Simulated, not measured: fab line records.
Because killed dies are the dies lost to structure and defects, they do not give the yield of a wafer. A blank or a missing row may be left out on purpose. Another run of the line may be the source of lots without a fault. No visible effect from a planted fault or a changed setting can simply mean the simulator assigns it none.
Matching of chambers | flow n5 finfet | N5_BEOL_M7_STRIP_19 on rie diel-01 has 4 sister chambers
The step strips in O2. 8 wafers are shown with their chamber, then 8 later ones without.

EACH WAFER AND ITS CHAMBER
wafer  | chamber | throttle valve pct (%) | showerhead plenum p Torr (Torr)
L077.2 | 3       | 16.67                  | 2.06
L086.5 | 0       | 16.21                  | 2.10
L085.2 | 3       | 16.70                  | 2.05
L085.6 | 2       | 16.84                  | 2.16
L089.2 | 0       | 16.24                  | 2.09
L089.4 | 1       | 16.79                  | 2.05
L089.6 | 1       | 16.77                  | 2.05
L092.1 | 2       | 16.88                  | 2.15

WAFERS WHOSE CHAMBER IS MISSING
wafer  | throttle valve pct (%) | showerhead plenum p Torr (Torr)
L092.3 | 16.23                  | 2.09
L092.4 | 16.74                  | 2.05
L094.2 | 16.22                  | 2.09
L094.3 | 16.78                  | 2.05
L094.5 | 16.80                  | 2.05
L096.4 | 16.89                  | 2.15
L096.5 | 16.74                  | 2.05
L096.6 | 16.24                  | 2.09

THE CHAMBER EACH PASSED THROUGH
wafer  | from the rows above     | in truth
L092.3 | 0                       | 0
L092.4 | can't be placed: 1 or 3 | 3
L094.2 | 0                       | 0
L094.3 | 1                       | 1
L094.5 | 1                       | 1
L096.4 | 2                       | 2
L096.5 | can't be placed: 1 or 3 | 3
L096.6 | 0                       | 0
Placed correctly: 6 of 8. Can't be placed from these rows: 2 (the true chamber is among the candidates in 2). 0 placed wrongly.
How it was worked out, from the rows above alone: a wafer's distance from a chamber is the root of the sum, over the readings, of the square of ((its reading less the chamber's mean) divided by the reading's scatter). The wafer belongs to the nearest chamber; if the next one is less than 2 further off, it can't be placed. A chamber's mean is the mean of its shown wafers. The scatter: take each reading less its chamber's mean, square it, sum over the shown wafers, divide by the number of wafers less the number of chambers, and take the root.
